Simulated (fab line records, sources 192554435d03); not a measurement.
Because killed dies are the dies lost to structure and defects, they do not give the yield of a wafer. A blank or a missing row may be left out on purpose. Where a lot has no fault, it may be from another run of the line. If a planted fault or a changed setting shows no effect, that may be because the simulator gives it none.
Lot-split experiment    flow n5Finfet    21 wafers read from 7 lots, route of 1938 steps

## THE SPLIT
At N5_BEOL_M9_CMP_52 (polishes, stops on SiCOH lowk, t overpolish 7 s, target thk 140 nm), the setting downForcePsi was moved away from the recipe's 1 psi on 7 of the 21 wafers read, by -17.5% to +16.5%. This setting was run at the recipe's value on the other wafers.

Reading taken at the split's own step.

## THE READING
barrierFieldEndpointS, in s, at N5_BEOL_M9_CMP_52 (polishes, stops on SiCOH lowk, t overpolish 7 s, target thk 140 nm). Typical for fault-free wafers on this fab line: 28.6 s, with standard deviation 0.97 s.

wafer   tool, chamber at the split  downForcePsi as run, psi  against the recipe  barrierFieldEndpointS, s  against lot-mates on the recipe
L081.1  cmp-02, 1                   1                         recipe              28.9                      -
L081.2  cmp-02, 2                   1                         recipe              28.7                      -
L081.3  cmp-02, 3                   0.8832                    -11.7%              33.7                      +4.9
L082.2  cmp-04, 3                   1                         recipe              28.3                      -
L082.4  cmp-04, 0                   1                         recipe              28.9                      -
L082.6  cmp-04, 0                   1                         recipe              29.0                      -
L083.3  cmp-04, 0                   0.8248                    -17.5%              34.4                      +5.3
L083.4  cmp-04, 3                   1                         recipe              29.3                      -
L083.6  cmp-04, 1                   1                         recipe              28.8                      -
L088.1  cmp-03, 1                   0.9054                    -9.5%               31.9                      +4.4
L088.4  cmp-03, 2                   1                         recipe              28.0                      -
L088.6  cmp-03, 3                   1                         recipe              27.0                      -
L087.3  cmp-02, 1                   1.056                     +5.6%               26.9                      -1.5
L087.1  cmp-02, 2                   1                         recipe              28.4                      -
L087.2  cmp-02, 3                   1.056                     +5.6%               28.1                      -0.3
L086.2  cmp-04, 2                   1.165                     +16.5%              24.7                      -3.4
L086.3  cmp-04, 3                   1                         recipe              28.1                      -
L086.1  cmp-04, 0                   1.165                     +16.5%              24.3                      -3.8
L090.4  cmp-03, 1                   1                         recipe              28.8                      -
L090.2  cmp-03, 2                   1                         recipe              28.9                      -
L090.6  cmp-03, 0                   1                         recipe              27.8                      -

THE FIT
A straight line over all 21 wafers: barrierFieldEndpointS changes by -0.299 s for each +1% of downForcePsi; r = -0.95; the points scatter about the line by 0.73 s.
The same after taking each lot's own level away (the mean of its wafers on the recipe; 21 wafers): -0.284 s for each +1%; r = -0.95; scatter 0.68 s.
That fit puts the effect of the largest move of downForcePsi on the reading at 5 s.
Across the lots, their own levels run from 27.50 to 29.05 s, a range of 1.6 times the standard deviation given above.
Consequently the slope shifts little with the lot-to-lot level, the two slopes agreeing.
Check: with one of the wafers moved furthest among these (-17.5%) left out of the fit, the line predicts +5.3 s for it against its lot-mates. Against them it came out at +5.35 s.
Tool readings at the split's step, against how far the setting was moved: barrierFieldEndpointS r = -0.95.

## OTHER SPLITS ON THESE WAFERS
Other splits were also applied to these wafers ahead of the reading. Each is held against what the fit with the lots' levels taken away leaves over:
other split on the same wafers  wafers away from the commonest value  r with barrierFieldEndpointS (lot level and that fit taken away)
N5_BEOL_M8_CURE_75 timeS        10                                    +0.09

## FILE'S OWN FIT
barrierFieldEndpointS changes by -0.305 s for each +1% of downForcePsi, r = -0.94.
